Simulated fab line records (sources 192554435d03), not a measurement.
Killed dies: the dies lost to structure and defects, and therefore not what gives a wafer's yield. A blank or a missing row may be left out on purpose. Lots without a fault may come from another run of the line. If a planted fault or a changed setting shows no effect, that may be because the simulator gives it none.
Which tool was responsible? ; flow n5-finfet ; 11 lots with 33 wafers sampled at 5 steps, on a route of 1938 steps

== WHAT EACH GAUGE READ, for each wafer ==
The record holds no reading of a measuring or inspecting step that can be judged against a usual standard deviation.

== WHAT TOOL EACH LOT RAN ON (gives the tool, then ch and the chambers of the sampled wafers, and finally the start) ==
lot;N5_BEOL_M2_SPUTTER_86;N5_BEOL_M15_TRENCH_ETCH_34;N5_MIM_BOT_DEGAS_01;N5_MIM_TOP_ALD_00;N5_PASSIVATION_PROBE_49
L671;pvd-sputter-02, day 6 21:26;rie-diel-01 ch 0,1,2, day 11 12:12;pvd-sputter-03, day 11 17:20;ald-hk-02 ch 1,3, day 11 17:29;-
L672;pvd-sputter-03, day 7 04:07;rie-diel-03 ch 0,1,2, day 11 16:16;pvd-sputter-01, day 11 20:55;ald-hk-01 ch 0,2, day 11 21:04;-
L674;pvd-sputter-02, day 7 17:36;rie-diel-04 ch 0,3, day 12 01:44;pvd-sputter-03, day 12 06:17;ald-hk-01 ch 1,2,3, day 12 06:27;-
L681;pvd-sputter-02, day 9 04:47;rie-diel-03 ch 0,2,3, day 14 02:40;pvd-sputter-03, day 14 06:49;ald-hk-02 ch 0,2,3, day 14 06:58;prober-02, day 15 00:11
L684;pvd-sputter-01, day 9 17:42;rie-diel-01 ch 0,3, day 14 00:29;pvd-sputter-03, day 14 06:32;ald-hk-01 ch 0,2,3, day 14 06:41;-
L688;pvd-sputter-01, day 11 09:50;rie-diel-01 ch 2,3, day 16 02:56;pvd-sputter-02, day 16 09:10;ald-hk-03 ch 0,2,3, day 16 09:19;-
L689;pvd-sputter-03, day 11 12:56;rie-diel-04 ch 0,2,3, day 15 20:31;pvd-sputter-01, day 16 01:37;ald-hk-03 ch 0,1,2, day 16 01:45;-
L690;pvd-sputter-03, day 11 15:22;rie-diel-04 ch 0,3, day 16 05:59;pvd-sputter-02, day 16 12:34;ald-hk-03 ch 0,2, day 16 12:43;-
L691;pvd-sputter-03, day 12 01:15;rie-diel-03 ch 1,2,3, day 16 16:04;pvd-sputter-03, day 16 20:56;ald-hk-01 ch 0,1, day 16 21:05;-
L694;pvd-sputter-03, day 12 19:16;rie-diel-01 ch 1,2,3, day 17 02:07;pvd-sputter-02, day 17 08:08;ald-hk-03 ch 0,2,3, day 17 08:16;-
L693;pvd-sputter-02, day 12 22:29;rie-diel-03 ch 0,3, day 17 19:09;pvd-sputter-01, day 17 23:59;ald-hk-01 ch 1,2,3, day 18 00:08;-
- N5_BEOL_M2_SPUTTER_86: material Cu, target thk 4.5 nm, time 8.29 s.
- N5_BEOL_M15_TRENCH_ETCH_34: etches SiO2 in C4F8/O2/Ar, target depth 872.93 nm, time 199 s.
- N5_MIM_BOT_DEGAS_01: time 60 s.
- N5_MIM_TOP_ALD_00: deposits Al2O3, purge time 3 s, co reactant pulse time 3 s.
- N5_PASSIVATION_PROBE_49

== WHAT THE TOOLS THEMSELVES READ (means of the sampled wafers that have a number; where no wafer has one, the mark that the record gives instead) ==
N5_BEOL_M2_SPUTTER_86. Usual: chamber-pressure-pa 0.07 Pa, standard deviation 0.00015; throttle-valve-pct 29.8 %, standard deviation 1.
lot;tool;chamber-pressure-pa (Pa);throttle-valve-pct (%);flag
L671;pvd-sputter-02;0.07;29.9;
L672;pvd-sputter-03;0.07;29.6;
L674;pvd-sputter-02;0.07;30.2;
L681;pvd-sputter-02;0.07;29.1;
L684;pvd-sputter-01;0.07;29.8;
L688;pvd-sputter-01;0.07;29.7;
L689;pvd-sputter-03;0.07;30.4;
L690;pvd-sputter-03;0.07;30.1;
L691;pvd-sputter-03;0.07;30.0;
L694;pvd-sputter-03;0.07;29.7;
L693;pvd-sputter-02;0.07;30.2;

N5_BEOL_M15_TRENCH_ETCH_34. Usual: drypump-motor-current-A 5.5 A, standard deviation 0.43; he-inner-torr 15.01 Torr, standard deviation 0.03; mfc-ar-sccm 399.8 sccm, standard deviation 1.2; oes_o_777_au 0.83 a.u., standard deviation 0.057; oes-product-au 0.83 a.u., standard deviation 0.062; rf-vpp-V 2229 V, standard deviation 17; showerhead-plenum-p-Torr 3.48 Torr, standard deviation 0.12; throttle-valve-pct 30.91 %, standard deviation 0.2.
lot;tool;drypump-motor-current-A (A);he-inner-torr (Torr);mfc-ar-sccm (sccm);oes_o_777_au (a.u.);oes-product-au (a.u.);rf-vpp-V (V);showerhead-plenum-p-Torr (Torr);throttle-valve-pct (%);flag
L671;rie-diel-01;5.6;15.01;400.0;0.86;0.87;2233;3.54;30.76;
L672;rie-diel-03;5.5;15.02;399.7;0.86;0.86;2215;3.58;31.04;
L674;rie-diel-04;6.0;15.04;399.2;0.87;0.88;2245;3.44;30.90;
L681;rie-diel-03;5.1;14.99;400.2;0.83;0.83;2217;3.52;31.12;
L684;rie-diel-01;5.2;14.99;399.1;0.81;0.81;2237;3.56;31.02;
L688;rie-diel-01;5.5;14.98;400.2;0.82;0.83;2238;3.43;30.93;
L689;rie-diel-04;6.0;15.01;399.3;0.91;0.91;2239;3.56;30.84;
L690;rie-diel-04;6.0;14.97;400.2;0.89;0.90;2256;3.55;30.86;
L691;rie-diel-03;5.3;14.97;399.4;0.79;0.79;2211;3.45;31.13;
L694;rie-diel-01;5.6;15.04;399.8;0.80;0.82;2238;3.47;30.75;
L693;rie-diel-03;4.9;15.03;399.2;0.79;0.80;2220;3.43;31.12;

N5_MIM_BOT_DEGAS_01. Usual: heater-power-w reads 456 W (standard deviation 46).
lot;tool;heater-power-w (W);flag
L671;pvd-sputter-03;445;
L672;pvd-sputter-01;479;
L674;pvd-sputter-03;402;
L681;pvd-sputter-03;448;
L684;pvd-sputter-03;456;
L688;pvd-sputter-02;487;
L689;pvd-sputter-01;468;
L690;pvd-sputter-02;488;
L691;pvd-sputter-03;484;
L694;pvd-sputter-02;429;
L693;pvd-sputter-01;532;

N5_MIM_TOP_ALD_00. Usual: precursor-pulse-height-rel reads 0.992 (standard deviation 0.021).
lot;tool;precursor-pulse-height-rel;flag
L671;ald-hk-02;0.987;
L672;ald-hk-01;1.002;
L674;ald-hk-01;1.000;
L681;ald-hk-02;0.991;
L684;ald-hk-01;0.991;
L688;ald-hk-03;0.990;
L689;ald-hk-03;0.984;
L690;ald-hk-03;0.971;
L691;ald-hk-01;0.985;
L694;ald-hk-03;0.996;
L693;ald-hk-01;1.003;

N5_PASSIVATION_PROBE_49. Usual: defect-limited-yield 91.1 %, standard deviation 1.3; killed_at_M0_to_M3 34, standard deviation 10; killed_at_M4_up 14, standard deviation 5.7; killed-at-contacts 12, standard deviation 5.9; killed-at-front-end 41, standard deviation 12; killed-at-other 4, standard deviation 3.1; killed-dies 105, standard deviation 15; killed-on-rim 14, standard deviation 4.2; killed-open 69, standard deviation 11; killed-short 35, standard deviation 7.8; sort_bin_5_function 5.3 %, standard deviation 0.81; sort_bin_6_memory 3.3 %, standard deviation 0.75; sort_bin_8_speed 0.00 %, standard deviation 0.007; sort-n-pass 1075, standard deviation 15; sort-yield-pct 91.1 %, standard deviation 1.3.
lot;tool;defect-limited-yield (%);killed_at_M0_to_M3;killed_at_M4_up;killed-at-contacts;killed-at-front-end;killed-at-other;killed-dies;killed-on-rim;killed-open;killed-short;sort_bin_5_function (%);sort_bin_6_memory (%);sort_bin_8_speed (%);sort-n-pass;sort-yield-pct (%);flag
L681;prober-02;89.8;47;5;12;50;6;120;18;58;34;5.7;3.6;0.00;1060;89.8;

== THE ANSWER, worked out from the rows above alone ==
Rule: lot off if the mean of its wafers having a number is beyond 3 standard deviations from the usual mean. Also off: a lot with no number at a reading for which 4 or more lots have one. The other lots that the step has rows for count as sound. After the gauges, taken in route order, come the tools' own readings; for these a lot's mean is taken, as printed above. The first step at which some lot is off is used, and at that step the reading that is off furthest; a lot without a number counts as furthest.
Nothing can be told from this: no lot is off at any reading shown.

== WHAT THE SIMULATOR HAD INSERTED ==
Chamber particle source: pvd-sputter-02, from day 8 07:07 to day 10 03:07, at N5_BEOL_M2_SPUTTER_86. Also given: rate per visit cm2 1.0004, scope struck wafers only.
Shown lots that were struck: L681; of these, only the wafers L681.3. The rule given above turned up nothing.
